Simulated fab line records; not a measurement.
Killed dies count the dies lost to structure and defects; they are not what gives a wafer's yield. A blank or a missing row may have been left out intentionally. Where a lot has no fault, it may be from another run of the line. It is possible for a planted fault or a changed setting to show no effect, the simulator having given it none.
Struck lot and sound lot, side by side	flow nand harc	14 steps out of a route of 1302
Sound: these wafers, L636.1, L636.3, L636.6. Struck: wafer L635.3. (L635.1, L635.6 of the same lot were not struck and are left out.) The cause comes at the end.
At each step with rows: each side's tool, then ch and its chambers, then its first start. Under that, the readings that differ: sound wafers	struck wafers	difference of the means	sigmas: that difference in standard deviations of wafers without a fault.
alike: same words and numbers on both sides, and readings whose means sit less than 2 such deviations apart. not compared: any withheld reading, any reading some wafer has no value for, any bound like >300 that may hide the same value, and any number with overlapping values for which the record gives no deviation.
The two part at a step that has a row with sigmas, a row that says differs or no value, or rows on one side only. Numbers that don't overlap but have no deviation are shown without sigmas and don't part them. A reading missing from all wafers of one side parts the sides only when that side holds two or more wafers.

first, 5 steps without rows for these wafers: NHARC_P_GATE_SOFTBAKE_21 (time 55 s); NHARC_P_GATE_EBR_22; NHARC_P_GATE_EXPOSE_23 (exposes mask P GATE, target cd 120 nm); NHARC_P_GATE_PEB_24 (peb time 65 s); NHARC_P_GATE_DEVELOP_25 (develop time 35 s).
NHARC_P_GATE_CD_MEAS_26 targets a cd of 120 nm.
  sound on cd sem-01 ch 0, day 13 23:34; struck on cd sem-01 ch 0, day 14 00:08
  alike: cd nm
NHARC_P_GATE_OVL_MEAS_27:
  sound on overlay-02, day 13 23:40; struck on overlay-02, day 14 00:14
  alike: overlay x nm, overlay y nm
NHARC_P_GATE_INSPECT_28:
  sound on defect inspect-02, day 13 23:42; struck on defect inspect-02, day 14 00:16
  alike: raw defect count
NHARC_P_GATE_DESCUM_31: chemistry O2, time 3 s.
  sound on rie diel-13 ch 0,2,3, day 13 23:46; struck on rie diel-09 ch 3, day 14 00:20
reading	sound	struck	difference	sigmas
throttle valve pct (%)	11.306 11.329 11.324	11.302	-0.018	-2
  alike: chamber pressure mTorr, drypump motor current A, oes product au, rf vpp V, showerhead plenum p Torr
  not compared: rf hours counter h
NHARC_P_GATE_ETCH_104: etches the open film in CF4/CHF3, target depth 60 nm.
  sound on rie diel-13 ch 1,2,3, day 13 23:50; struck on rie diel-09 ch 2, day 14 00:26
reading	sound	struck	difference	sigmas
chamber pressure mTorr (mTorr)	24.973 25.000 24.995	25.067	+0.078	+3
  alike: bias w, drypump motor current A, oes product au, rf vpp V, showerhead plenum p Torr, throttle valve pct
NHARC_P_GATE_HM_OPEN_105: chemistry O2/COS, target depth 360 nm.
  sound: rie diel-13 ch 0,2; struck: rie diel-09 ch 2
reading	sound	struck	difference	sigmas
oes product au (a.u.)	0.996 0.999 1.004	0.983	-0.017	-2
  alike: bias w, chamber pressure mTorr, drypump motor current A, rf vpp V, showerhead plenum p Torr, throttle valve pct
  not compared: rf hours counter h
then, 1 step without rows for these wafers: NHARC_P_GATE_STRIP_106 (strips in O2/COS).
NHARC_P_GATE_ETCH_114: etches the open film in CF4/O2, target depth 30 nm, overetch 3 nm, time 16.5 s.
  sound on rie diel-13 ch 1,3, day 14 00:00; struck on rie diel-09 ch 3, day 14 00:00
reading	sound	struck	difference	sigmas
run length s (s)	37.5 37.4 37.3	35.8	-1.6	-4
  alike: chamber pressure mTorr, drypump motor current A, oes_ar_750_au, oes product au, rf vpp V, showerhead plenum p Torr, throttle valve pct
  not compared: bias w, rf hours counter h
NHARC_P_GATE_ETCH_32: etches the open film in HBr/Cl2, target depth 150 nm, time 100.1 s.
  sound on rie si-03 ch 0,1,2, day 14 00:13; struck on rie si-03 ch 3, day 14 00:51
reading	sound	struck	difference	sigmas
bias w (W)	99.9 100.2 100.1	99.4	-0.7	-2
  alike: chamber pressure mTorr, drypump motor current A, hbr flow sccm, oes product au, throttle valve pct
  not compared: rf hours counter h

## WHERE THEY PART
At NHARC_P_GATE_DESCUM_31 first; at NHARC_P_GATE_ETCH_32 last (within this record only).

WHY: the cause the simulator had injected
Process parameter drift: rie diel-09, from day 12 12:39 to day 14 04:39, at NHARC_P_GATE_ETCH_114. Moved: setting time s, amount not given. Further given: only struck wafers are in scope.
